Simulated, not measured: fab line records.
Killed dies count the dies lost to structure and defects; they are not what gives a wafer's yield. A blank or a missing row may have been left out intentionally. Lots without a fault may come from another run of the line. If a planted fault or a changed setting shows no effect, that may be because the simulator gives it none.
Chamber matching ; flow nandHarc ; 4 sister chambers for NHARC_A_DECK1_JOINT_CMP_02 on cmp-03
The step polishes SiOx. 4 wafers are shown with their chamber, then 7 later ones without.

## EACH WAFER AND ITS CHAMBER
wafer;chamber;motorCurrentA (A)
L088.5;2;12.1
L088.6;3;10.9
L090.1;1;12.6
L090.2;0;12.3

## WAFERS WHOSE CHAMBER IS MISSING
wafer;motorCurrentA (A)
L090.6;11.6
L095.1;12.6
L095.2;13.2
L095.6;11.5
L097.1;12.7
L097.2;13.6
L097.5;12.3

## EACH ONE'S CHAMBER
wafer;from the rows above;in truth
L090.6;can't be placed: 2 or 3 or 0 or 1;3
L095.1;can't be placed: 1 or 0 or 2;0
L095.2;can't be placed: 1 or 0 or 2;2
L095.6;can't be placed: 2 or 3 or 0 or 1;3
L097.1;can't be placed: 1 or 0 or 2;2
L097.2;can't be placed: 1 or 0 or 2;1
L097.5;can't be placed: 0 or 2 or 1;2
Placed correctly: 0 of 7. Cannot be placed on the basis of these rows: 7; the candidates contain the true chamber in 7. Placed wrongly: 0.
How it was worked out, from the rows above alone: a wafer's distance from a chamber is the root of the sum, over the readings, of the square of ((its reading less the chamber's mean) divided by the reading's scatter). If the next closest chamber is less than 2 further off than the closest, the wafer can't be placed; otherwise it belongs to the closest. The mean given for a chamber averages the wafers shown for that chamber. The scatter (one wafer shown for each chamber): square how far every hidden wafer sits from the nearest shown wafer, average those squares and take the square root.
